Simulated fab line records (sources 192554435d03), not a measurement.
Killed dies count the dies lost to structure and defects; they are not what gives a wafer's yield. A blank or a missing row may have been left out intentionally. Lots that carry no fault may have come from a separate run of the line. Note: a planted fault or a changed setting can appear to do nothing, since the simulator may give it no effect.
A struck lot beside a sound one	flow n5_finfet	26 out of 1938 route steps
Sound: the wafers L599.1, L599.3, L599.6. The struck wafers were L604.3, L604.5. The cause is given at the end.
For every step that has rows: the tool of each side, followed by ch and its chambers, followed by its first start. Under that, the readings that differ: sound wafers	struck wafers	difference of the means	sigmas: that difference in standard deviations of wafers without a fault.
alike: same words and numbers on both sides, and readings whose means sit less than 2 such deviations apart. not compared: any withheld reading, any reading some wafer has no value for, any bound like >300 that may hide the same value, and any number with overlapping values for which the record gives no deviation.
The two part at a step that has a row with sigmas, a row that says differs or no value, or rows on one side only. Numbers that don't overlap but have no deviation are shown without sigmas and don't part them. A reading missing from all wafers of one side parts the sides only when that side holds two or more wafers.

first, 10 steps without rows for these wafers: N5_FIN_SAQP_PRECLEAN_42 (cleans in O3/DIW, time 60 s); N5_FIN_SAQP_PRECLEAN_00 (cleans in SC1, time 60 s); N5_FIN_SAQP_PRECLEAN_44 (cleans in SC2, time 45 s); N5_FIN_SAQP_SRD_01 (time 30 s); N5_FIN_SAQP_ALD_61 (deposits SiO2, target thk 4 nm, pulse time 1 s, purge time 2 s); N5_FIN_SAQP_DENSIFY_62 (time 60 s); N5_FIN_SAQP_HM_DEP_03 (deposits SiNx from SiH4/NH3/N2, target thk 38 nm, time 33.6 s); N5_FIN_SAQP_PECVD_47 (deposits a-Si from SiH4/He, target thk 45 nm, time 36.3 s); N5_FIN_SAQP_PECVD_48 (deposits SiNx from SiH4/NH3/N2, target thk 25 nm, time 22.1 s); N5_FIN_SAQP_PECVD_06 (deposits a-Si from SiH4/He, target thk 60 nm, time 48.1 s).
N5_FIN_SAQP_HM_DEP_72: deposits SiO2 from SiH4/N2O, target thk 12 nm, time 7.2 s.
  sound on pecvd-02 ch 0,2, day 2 04:14; struck on pecvd-02 ch 0,1, day 3 08:58
reading	sound	struck	difference	sigmas
model.SiO2_of_FIN_SAQP_HM_DEP_72.thk_nm (nm)	12.05 12.15 12.22	10.79 11.16	-1.17	
  alike: chamber_pressure_Torr, heater_power_outer_w, heater_power_w, showerhead_plenum_p_Torr
then, 12 steps without rows for these wafers: N5_FIN_SAQP_COAT_49 (time 60 s, resist thk 100 nm); N5_FIN_SAQP_COAT_50 (time 60 s, resist thk 35 nm); N5_FIN_SAQP_COAT_10 (resist thk 90 nm); N5_FIN_SAQP_EBR_12; N5_FIN_SAQP_SOFTBAKE_11 (time 60 s); N5_FIN_SAQP_EXPOSE_13 (exposes mask FIN CORE, target cd 35.6 nm); N5_FIN_SAQP_PEB_14 (peb time 60 s); N5_FIN_SAQP_DEVELOP_15 (develop time 30 s); N5_FIN_SAQP_DESCUM_21 (chemistry O2, time 7.9 s); N5_FIN_SAQP_ETCH_51 (etches SiARC in CF4, target depth 45.5 nm, time 75.8 s); N5_FIN_SAQP_ETCH_52 (etches SOC in N2/H2, target depth 100 nm, overetch 20 nm, time 150 s); N5_FIN_SAQP_STRIP_53 (strips in N2/H2).
N5_FIN_SAQP_HM_OPEN_73: chemistry CHF3/O2, target SiO2, stops on a-Si, target depth 12 nm, time 16.8 s.
  sound on rie_diel-04 ch 0,2,3, day 2 04:59; struck on rie_diel-01 ch 0,1, day 3 09:35
reading	sound	struck	difference	sigmas
model.etch.depth_nm (nm)	12.05 12.15 12.22	10.79 11.16	-1.17	
  alike: drypump_motor_current_A, oes_product_au, rf_vpp_V, showerhead_plenum_p_Torr, throttle_valve_pct
  not compared: rf_hours_counter_h
then, 1 step without rows for these wafers: N5_FIN_SAQP_STRIP_74 (strips in CHF3/O2).
-- the record jumps here: 6 days lie between the struck wafers' starts before and after (it left off in module FIN_SAQP and takes up again in module BEOL_M4, whose first step shown is number 1111 of the route) --
N5_BEOL_M4_RC_MEAS_101:
  sound on prober-01 ch 0, day 7 23:04; struck on prober-01 ch 0, day 9 04:38
  alike: DIBL_N, DIBL_P, IOFF_N, IOFF_P, ION_N, ION_P, SS_N, SS_P, VT_N, VT_P

## WHERE THEY PART
Nowhere in this record.

WHY: what the simulator had put in
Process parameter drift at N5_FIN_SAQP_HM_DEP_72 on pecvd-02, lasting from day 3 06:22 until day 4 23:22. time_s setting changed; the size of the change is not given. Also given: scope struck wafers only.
